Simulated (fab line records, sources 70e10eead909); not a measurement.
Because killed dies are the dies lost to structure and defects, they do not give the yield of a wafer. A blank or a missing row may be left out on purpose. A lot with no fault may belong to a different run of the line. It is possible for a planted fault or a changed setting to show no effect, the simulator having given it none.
Matching of chambers | flow nand-harc | rie-diel-01 running NHARC_A_CHANNEL_HOLE_D1_ETCH_44: 4 sister chambers
The step etches the open film in CF4/O2, target depth 140 nm, overetch 14 nm, time 77 s. 4 wafers are shown with their chamber, then 11 later ones without.

== WAFERS WITH THEIR CHAMBER ==
wafer  | chamber | rf-vpp-V (V)
L084.1 | 0       | 196.8
L084.2 | 1       | 197.6
L084.4 | 2       | 199.1
L086.1 | 3       | 196.6

== WAFERS WITH NO CHAMBER GIVEN ==
wafer  | rf-vpp-V (V)
L086.3 | 199.0
L086.6 | 198.0
L092.1 | 198.9
L092.2 | 198.1
L092.5 | 197.7
L093.1 | 197.2
L093.3 | 198.1
L093.4 | 199.2
L095.3 | 199.8
L095.4 | 197.7
L095.6 | 199.0

== CHAMBER TAKEN BY EACH ==
wafer  | from the rows above          | in truth
L086.3 | 2                            | 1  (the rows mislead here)
L086.6 | can't be placed: 1 or 2      | 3
L092.1 | 2                            | 2
L092.2 | can't be placed: 1 or 2      | 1
L092.5 | 1                            | 1
L093.1 | can't be placed: 0 or 1 or 3 | 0
L093.3 | can't be placed: 1 or 2      | 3
L093.4 | 2                            | 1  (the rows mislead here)
L095.3 | 2                            | 2
L095.4 | 1                            | 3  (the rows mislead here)
L095.6 | 2                            | 2
Correctly placed: 4 of 11. These rows do not allow placing 4 (true chamber among the candidates in 2). Number placed wrongly: 3.
How it was worked out, from the rows above alone: a wafer's distance from a chamber is the root of the sum, over the readings, of the square of ((its reading less the chamber's mean) divided by the reading's scatter). The wafer belongs to the nearest chamber; if the next one is less than 2 further off, it can't be placed. A chamber's mean is the mean of its shown wafers. The scatter: root of mean squared gap, hidden wafer to nearest shown wafer, with one shown wafer a chamber.
